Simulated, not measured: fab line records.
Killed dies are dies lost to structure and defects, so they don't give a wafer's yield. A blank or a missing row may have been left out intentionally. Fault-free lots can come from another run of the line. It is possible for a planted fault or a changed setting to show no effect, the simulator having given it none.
Matching of chambers + flow nandHarc + NHARC_A_STAIRCASE_ALD_420 on aldHk-03: 4 sister chambers
The step deposits SiO2, target thk 20 nm, pulse time 6 s, ald cycles 200. 4 wafers are shown with their chamber, then 8 later ones without.

EACH WAFER AND ITS CHAMBER
| wafer  | chamber | heaterPowerW (W) |
|--------|---------|------------------|
| L085.2 | 2       | 520              |
| L086.5 | 0       | 493              |
| L086.6 | 1       | 578              |
| L090.1 | 3       | 441              |

WAFERS WHOSE CHAMBER IS MISSING
| wafer  | heaterPowerW (W) |
|--------|------------------|
| L090.3 | 573              |
| L090.5 | 577              |
| L092.1 | 493              |
| L092.2 | 479              |
| L092.3 | 502              |
| L096.1 | 460              |
| L096.2 | 490              |
| L096.6 | 481              |

CHAMBER TAKEN BY EACH
| wafer  | from the rows above     | in truth                   |
|--------|-------------------------|----------------------------|
| L090.3 | 1                       | 1                          |
| L090.5 | 1                       | 1                          |
| L092.1 | 0                       | 0                          |
| L092.2 | 0                       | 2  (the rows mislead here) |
| L092.3 | can't be placed: 0 or 2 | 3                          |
| L096.1 | can't be placed: 3 or 0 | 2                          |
| L096.2 | 0                       | 0                          |
| L096.6 | 0                       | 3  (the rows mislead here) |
Placed correctly: 4 of 8. These rows do not allow placing 2 (true chamber among the candidates in 0). 2 placed wrongly.
How it was worked out, from the rows above alone: a wafer's distance from a chamber is the root of the sum, over the readings, of the square of ((its reading less the chamber's mean) divided by the reading's scatter). If the next closest chamber is less than 2 further off than the closest, the wafer can't be placed; otherwise it belongs to the closest. For every chamber, the mean is computed from those of its wafers that are shown. The scatter: root of mean squared gap, hidden wafer to nearest shown wafer, with one shown wafer a chamber.
